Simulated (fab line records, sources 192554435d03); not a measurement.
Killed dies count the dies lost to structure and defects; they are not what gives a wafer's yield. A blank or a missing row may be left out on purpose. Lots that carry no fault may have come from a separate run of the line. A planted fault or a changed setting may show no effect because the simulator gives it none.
Matching of chambers	flow n5-finfet	rie-diel-02 running N5_BEOL_M2_VIA_ETCH_34: 4 sister chambers
The step etches the open film in C4F6/O2, target depth 69.4 nm, time 65.9 s. 22 wafers are shown with their chamber, then 11 later ones without.

== WAFERS, EACH WITH ITS CHAMBER ==
wafer	chamber	drypump-motor-current-A (A)	throttle-valve-pct (%)	oes-product-au (a.u.)
L074.3	1	5.7	30.96	0.73
L074.4	3	5.8	30.74	0.70
L074.5	0	6.2	30.66	0.87
L075.2	1	5.7	30.97	0.73
L075.4	2	4.9	30.97	0.73
L075.6	2	4.9	30.98	0.74
L078.1	2	4.8	30.98	0.73
L078.3	1	5.7	30.96	0.72
L078.4	0	6.2	30.65	0.83
L081.1	2	4.9	30.98	0.72
L081.3	0	6.2	30.68	0.83
L081.4	2	4.9	31.00	0.73
L083.1	1	5.6	30.96	0.72
L083.5	0	6.2	30.69	0.82
L083.6	1	5.7	30.98	0.72
L085.3	3	5.8	30.78	0.69
L085.4	0	6.2	30.68	0.83
L085.6	3	5.8	30.78	0.69
L092.2	2	4.9	31.00	0.72
L092.3	0	6.2	30.70	0.82
L092.4	0	6.2	30.68	0.82
L088.3	2	4.9	31.02	0.70

SIGNATURES (means of the wafers above)
reading	chamber 0	chamber 1	chamber 2	chamber 3	scatter within a chamber
drypump-motor-current-A	6.200	5.680	4.886	5.800	0.0303
throttle-valve-pct	30.6771	30.9660	30.9900	30.7667	0.0165
oes-product-au	0.8314	0.7240	0.7243	0.6933	0.013
Rule: for each reading, subtract the chamber's mean from the wafer's reading, divide by that reading's scatter and square the result; add these up over the readings and take the root, which gives the wafer's distance from the chamber. If the next closest chamber is less than 2 further off than the closest, the wafer can't be placed; otherwise it belongs to the closest. How the scatter is found: for the shown wafers, subtract from each reading the mean of its chamber, square and add these, divide the total by (wafers less chambers), then take the root.

== WAFERS WHOSE CHAMBER IS MISSING ==
wafer	drypump-motor-current-A (A)	throttle-valve-pct (%)	oes-product-au (a.u.)
L088.5	4.9	31.01	0.71
L088.6	5.7	30.99	0.70
L095.1	4.9	31.03	0.70
L095.4	5.7	31.01	0.70
L095.6	5.8	30.59	0.95
L079.1	4.9	31.02	0.70
L079.2	5.7	31.01	0.70
L079.6	6.2	30.70	0.80
L097.1	4.9	31.04	0.70
L097.2	5.8	30.58	0.94
L097.6	4.9	31.02	0.70

== THE CHAMBER EACH PASSED THROUGH ==
wafer	from the rows above	in truth
L088.5	2	2
L088.6	1	1
L095.1	2	2
L095.4	1	1
L095.6	0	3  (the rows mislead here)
L079.1	2	2
L079.2	1	1
L079.6	0	0
L097.1	2	2
L097.2	0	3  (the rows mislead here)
L097.6	2	2
9 of 11 placed correctly. From these rows, 0 cannot be placed. Number placed wrongly: 2.
